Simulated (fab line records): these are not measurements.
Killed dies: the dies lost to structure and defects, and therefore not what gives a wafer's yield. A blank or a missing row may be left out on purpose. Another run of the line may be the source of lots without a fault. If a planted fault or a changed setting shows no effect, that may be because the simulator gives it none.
Check of tool commonality ; flow nand-harc ; Lots sampled 14, wafers sampled 42

THE REASON FOR OPENING IT
Flagged at NHARC_A_SOURCE_PLATE_INSPECT_08: reading raw-defect-count, on 2 of 14 lots. No-fault wafers: 56, standard deviation 24.
Rule: a lot is flagged in two cases, either no wafer of it has a number, or all its wafers with numbers fall more than 4 standard deviations from that mean. As for the other lots, they are considered sound.

lot;measured;on;raw-defect-count, wafer by wafer;flag
L196;day 7 03:47;defect-inspect-02;48 35 26;
L198;day 7 14:15;defect-inspect-01;37 43 39;
L197;day 7 14:15;defect-inspect-02;34 35 57;
L199;day 8 07:59;defect-inspect-01;47 36 50;
L200;day 8 07:59;defect-inspect-02;49 46 78;
L203;day 9 01:17;defect-inspect-01;919 911 896;FLAGGED
L202;day 9 01:17;defect-inspect-02;927 981 982;FLAGGED
L211;day 11 03:23;defect-inspect-02;55 57 34;
L214;day 11 20:02;defect-inspect-01;47 54 55;
L215;day 12 01:05;defect-inspect-01;58 48 40;
L216;day 12 11:20;defect-inspect-01;29 52 64;
L219;day 12 19:55;defect-inspect-02;21 38 58;
L217;day 12 19:56;defect-inspect-01;61 104 61;
L218;day 12 19:56;defect-inspect-02;55 61 37;
The mean of the flagged lots' numbers is 936, +880 from the usual (+37 standard deviations).

WHICH TOOL RAN EACH LOT
The record keeps 1 process step preceding the reading, out of 1159 steps on the route. Every cell lists first the tool, next ch and the chambers used by the sampled wafers, and last the start.
lot;flag;NHARC_A_SOURCE_PLATE_PRECLEAN_00
L196;;wet-bench-02 ch 0,1,2, day 6 07:33
L198;;wet-bench-05 ch 2,6,7, day 6 17:33
L197;;wet-bench-05 ch 0,2,3, day 6 18:25
L199;;wet-bench-02 ch 0,3,7, day 7 11:37
L200;;wet-bench-02 ch 0,4,5, day 7 11:20
L203;FLAGGED;wet-bench-02 ch 2,4,5, day 8 02:33
L202;FLAGGED;wet-bench-02 ch 5,6,7, day 8 03:23
L211;;wet-bench-05 ch 0,3,6, day 10 06:37
L214;;wet-bench-04 ch 3,4,6, day 10 21:00
L215;;wet-bench-05 ch 0,1,6, day 11 04:40
L216;;wet-bench-04 ch 4,5,6, day 11 14:49
L219;;wet-bench-04 ch 1,3,4, day 11 23:21
L217;;wet-bench-02 ch 1,3,7, day 12 00:18
L218;;wet-bench-05 ch 1,6,7, day 12 00:51
What the steps here do:
- NHARC_A_SOURCE_PLATE_PRECLEAN_00: cleans in HF-LAST, time 60 s.
- NHARC_A_SOURCE_PLATE_INSPECT_08

FLAGGED OVER TOTAL, TOOL BY TOOL (the gauges that took the reading come last)
step;tool;lots run;flagged;share of the flagged lots;sound lots run after its first flagged lot
NHARC_A_SOURCE_PLATE_PRECLEAN_00;wet-bench-02;6;2;all;1 (L217)
NHARC_A_SOURCE_PLATE_PRECLEAN_00;wet-bench-04;3;0;none;-
NHARC_A_SOURCE_PLATE_PRECLEAN_00;wet-bench-05;5;0;none;-
NHARC_A_SOURCE_PLATE_INSPECT_08;defect-inspect-01;7;1;some;4 (L214,L215,L216,L217)
NHARC_A_SOURCE_PLATE_INSPECT_08;defect-inspect-02;7;1;some;3 (L211,L219,L218)

WHAT THE TABLE ALLOWS
In the table, 1 row covers all flagged lots: wet-bench-02 at NHARC_A_SOURCE_PLATE_PRECLEAN_00.
- wet-bench-02 at NHARC_A_SOURCE_PLATE_PRECLEAN_00 ran 6 lots, 2 of them flagged. Lots that were sound ran on it after the first flagged one (L217); a persistent fault on the entire tool would not allow that.
There is no row in the table that ran each flagged lot and no sound lot after the first.

WHAT HAD BEEN PUT IN BY THE SIMULATOR
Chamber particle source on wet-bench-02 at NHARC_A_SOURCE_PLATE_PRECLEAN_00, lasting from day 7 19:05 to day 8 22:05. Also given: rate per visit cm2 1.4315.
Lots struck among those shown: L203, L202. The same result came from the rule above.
